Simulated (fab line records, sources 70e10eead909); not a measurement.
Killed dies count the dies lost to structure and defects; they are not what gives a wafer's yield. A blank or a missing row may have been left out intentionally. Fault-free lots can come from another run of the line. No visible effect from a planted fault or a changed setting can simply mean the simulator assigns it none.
Which tool was responsible? ; flow nand_harc ; 24 lots (72 wafers sampled), 1 step of a 1159-step route

WHAT THE GAUGES SHOWED, per wafer
NHARC_A_SGD_CUT_INSPECT_25. Usual: raw_defect_count at 305, with a standard deviation of 86.
lot;measured;on;raw_defect_count;flag
L074;day 13 23:19;defect_inspect-01;242 339 275;
L075;day 13 23:19;defect_inspect-01;237 255 260;
L077;day 14 11:55;defect_inspect-01;263 239 251;
L076;day 14 11:56;defect_inspect-02;464 349 324;
L079;day 15 04:01;defect_inspect-02;336 622 263;
L078;day 15 04:02;defect_inspect-01;511 251 375;
L081;day 16 02:45;defect_inspect-02;262 347 254;
L080;day 16 02:47;defect_inspect-01;224 233 157;
L082;day 16 18:30;defect_inspect-02;292 252 206;
L084;day 16 18:31;defect_inspect-01;298 197 180;
L085;day 16 18:39;defect_inspect-02;413 266 253;
L083;day 16 18:40;defect_inspect-01;523 351 292;
L087;day 17 08:47;defect_inspect-02;259 249 322;
L089;day 17 19:19;defect_inspect-01;195 209 227;
L086;day 17 19:20;defect_inspect-02;332 226 394;
L088;day 17 19:29;defect_inspect-01;454 377 504;
L091;day 18 05:41;defect_inspect-02;425 397 300;
L092;day 18 05:42;defect_inspect-01;279 240 316;
L090;day 18 05:44;defect_inspect-02;315 282 306;
L093;day 18 23:13;defect_inspect-01;358 237 263;
L094;day 18 23:13;defect_inspect-02;360 260 276;
L096;day 19 09:27;defect_inspect-02;247 220 338;
L095;day 19 09:29;defect_inspect-01;410 456 343;
L097;day 20 07:15;defect_inspect-02;289 289 423;

WHICH TOOL RAN EACH LOT (tool, then ch and the chambers of the sampled wafers, then the start)
The record holds no process step before these readings.

WHAT THE TOOLS THEMSELVES READ (means of the sampled wafers that have a number; where no wafer has one, the mark that the record gives instead)
The record holds no such reading with a usual standard deviation.

THE ANSWER, worked out from the rows above alone
Rule: take the mean of a lot's wafers that have a number; if it is more than 3 standard deviations from the usual mean, the lot is off. A lot without any number at a reading at which 4 lots or more have one is off too. Any other lot the step has rows for is counted as sound. After the gauges, taken in route order, come the tools' own readings; for these a lot's mean is taken, as printed above. The first step at which some lot is off is used, and at that step the reading that is off furthest; a lot without a number counts as furthest.
None of the lots is off at any reading shown; this tells nothing.

WHAT THE SIMULATOR HAD INSERTED
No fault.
